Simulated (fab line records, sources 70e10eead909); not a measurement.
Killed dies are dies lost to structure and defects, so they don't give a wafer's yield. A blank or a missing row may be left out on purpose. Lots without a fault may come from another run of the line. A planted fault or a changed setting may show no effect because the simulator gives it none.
Chamber matching | flow nand_harc | NHARC_A_STAIRCASE_TRIM_220 on rie_diel-12: 4 sister chambers
The step chemistry O2, time 211.2 s. 4 wafers are shown with their chamber, then 8 later ones without.

WAFERS WITH THEIR CHAMBER
wafer  | chamber | drypump_motor_current_A (A)
L087.1 | 1       | 5.83
L089.2 | 2       | 5.84
L089.3 | 0       | 5.87
L096.1 | 3       | 5.61

WAFERS WITHOUT THEIR CHAMBER
wafer  | drypump_motor_current_A (A)
L096.2 | 5.83
L096.4 | 5.79
L097.1 | 5.81
L097.2 | 5.60
L097.3 | 5.81
L097.4 | 5.60
L097.5 | 5.81
L097.6 | 5.83

WHICH CHAMBER EACH WENT THROUGH
wafer  | from the rows above     | in truth
L096.2 | can't be placed: 1 or 2 | 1
L096.4 | can't be placed: 1 or 2 | 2
L097.1 | can't be placed: 1 or 2 | 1
L097.2 | 3                       | 3
L097.3 | can't be placed: 1 or 2 | 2
L097.4 | 3                       | 3
L097.5 | can't be placed: 1 or 2 | 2
L097.6 | can't be placed: 1 or 2 | 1
Placed correctly: 2 of 8. Can't be placed from these rows: 6 (the true chamber is among the candidates in 6). Placed wrongly: 0.
How it was worked out, from the rows above alone: a wafer's distance from a chamber is the root of the sum, over the readings, of the square of ((its reading less the chamber's mean) divided by the reading's scatter). The wafer belongs to the nearest chamber; if the next one is less than 2 further off, it can't be placed. A chamber's mean is the mean of its shown wafers. The scatter: with one shown wafer a chamber, the root of the mean of the squares of how far each hidden wafer lies from its nearest shown one.
